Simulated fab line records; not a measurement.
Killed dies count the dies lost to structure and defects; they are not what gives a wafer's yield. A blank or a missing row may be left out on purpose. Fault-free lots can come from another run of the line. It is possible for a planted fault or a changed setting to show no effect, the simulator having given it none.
Split-lot study    flow n5-finfet    7 lots, 21 wafers read, on a route of 1938 steps

## THE SPLIT ITSELF
At N5_SD_EPI_P_EPI_21 (deposits SiGe:B, time 355 s), the setting temp-c was moved away from the recipe's 550 C on 4 of the 21 wafers read, by -0.5% to +0.4%. This setting was run at the recipe's value on the other wafers.

## FROM THE SPLIT TO THE READING: what the file shows between them, 7 steps
- N5_SD_EPI_P_HM_STRIP_48: strips SiNx in H3PO4, material SiNx, target depth 3 nm
- N5_SD_EPI_P_SRD_49: time 30 s
- N5_SD_EPI_P_PRECLEAN_24: cleans in O3/DIW, time 45 s
- N5_SD_EPI_P_PRECLEAN_32: cleans in dHF, time 10 s
- N5_SD_EPI_P_PRECLEAN_33: cleans in SC2, time 45 s
- N5_SD_ACTIVATION_RTA_00: time 0 s
- N5_SD_ACTIVATION_LSA_01: time 0.0008 s

## THE READING
Measured at N5_SD_ACTIVATION_RS_MEAS_03 by four-point probe: RS_SD_P, in ohm/sq. Typical for fault-free wafers on this fab line: 55.8 ohm/sq, with standard deviation 0.98 ohm/sq.

wafer   tool, chamber at the split  temp-c as run, C  against the recipe  RS_SD_P, ohm/sq  against lot-mates on the recipe
L075.3  epi-rpcvd-01, 0             547.4             -0.5%               58.2             +2.9
L075.5  epi-rpcvd-01, 0             550               recipe              55.4             -
L075.6  epi-rpcvd-01, 0             550               recipe              55.2             -
L085.1  epi-rpcvd-02, 0             551.7             +0.3%               53.0             -1.5
L085.5  epi-rpcvd-02, 0             550               recipe              55.2             -
L085.6  epi-rpcvd-02, 0             550               recipe              53.9             -
L088.2  epi-rpcvd-02, 0             552               +0.4%               54.0             -2.8
L088.4  epi-rpcvd-02, 0             550               recipe              56.4             -
L088.6  epi-rpcvd-02, 0             550               recipe              57.3             -
L089.1  epi-rpcvd-04, 0             550               recipe              55.0             -
L089.4  epi-rpcvd-04, 0             550               recipe              54.5             -
L089.6  epi-rpcvd-04, 0             550               recipe              54.7             -
L093.1  epi-rpcvd-04, 0             550               recipe              53.6             -
L093.3  epi-rpcvd-04, 0             550               recipe              53.6             -
L093.6  epi-rpcvd-04, 0             550               recipe              53.7             -
L095.2  epi-rpcvd-02, 0             550               recipe              55.0             -
L095.5  epi-rpcvd-02, 0             550               recipe              56.2             -
L095.6  epi-rpcvd-02, 0             550               recipe              55.6             -
L096.2  epi-rpcvd-04, 0             550               recipe              54.4             -
L096.3  epi-rpcvd-04, 0             552.4             +0.4%               51.9             -2.1
L096.6  epi-rpcvd-04, 0             550               recipe              53.5             -

THE FIT
A straight line over all 21 wafers: RS_SD_P changes by -5.95 ohm/sq for each +1% of temp-c; r = -0.72; the points scatter about the line by 1 ohm/sq.
The same after taking each lot's own level away (the mean of its wafers on the recipe; 21 wafers): -5.9 ohm/sq for each +1%; r = -0.93; scatter 0.42 ohm/sq.
The reading moves by 2.8 ohm/sq for the largest change in temp-c, on that fit.
The lots' own levels span 53.63 to 56.85 ohm/sq, that is 3.3 times the standard deviation above.
So the lot-to-lot level blurs the effect unless lot-mates are compared.
Check: with one of the wafers moved furthest among these (-0.5%) left out of the fit, the line predicts +2.72 ohm/sq for it against its lot-mates. Against them it came out at +2.9 ohm/sq.

## ADDITIONAL SPLITS CARRIED BY THESE WAFERS
Note: prior to the reading, these wafers also went through further splits. Each is held against what the fit with the lots' levels taken away leaves over:
other split on the same wafers  wafers away from the commonest value  r with RS_SD_P (lot level and that fit taken away)
N5_SD_EPI_N_COAT_32 spin-rpm    7                                     +0.03

## THE WHOLE CHAIN: every reading that the file lists as answering this split, in the file's order
step                         what it does                                            reading                                                                            change (the file's fit)               r (the file's)
N5_SD_EPI_P_EPI_21           deposits SiGe:B, time 355 s                             SiGe-B_of_SD_EPI_P_EPI_21.thk-nm (the simulator's own value, which no gauge read)  +6.56 nm for each +1% of the setting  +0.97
N5_SD_EPI_P_HM_STRIP_48      strips SiNx in H3PO4, material SiNx, target depth 3 nm  SiGe-B_of_SD_EPI_P_EPI_21.thk-nm (the simulator's own value, which no gauge read)  +6.39 nm for each +1% of the setting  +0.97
N5_SD_EPI_P_PRECLEAN_24      cleans in O3/DIW, time 45 s                             SiGe-B_of_SD_EPI_P_EPI_21.thk-nm (the simulator's own value, which no gauge read)  +6.53 nm for each +1% of the setting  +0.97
N5_SD_ACTIVATION_RS_MEAS_03  measures by four-point-probe                            RS_SD_P                                                                            -5.91 for each +1% of the setting     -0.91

## FILE'S OWN FIT
RS_SD_P changes by -5.91 ohm/sq for each +1% of temp-c, r = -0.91.
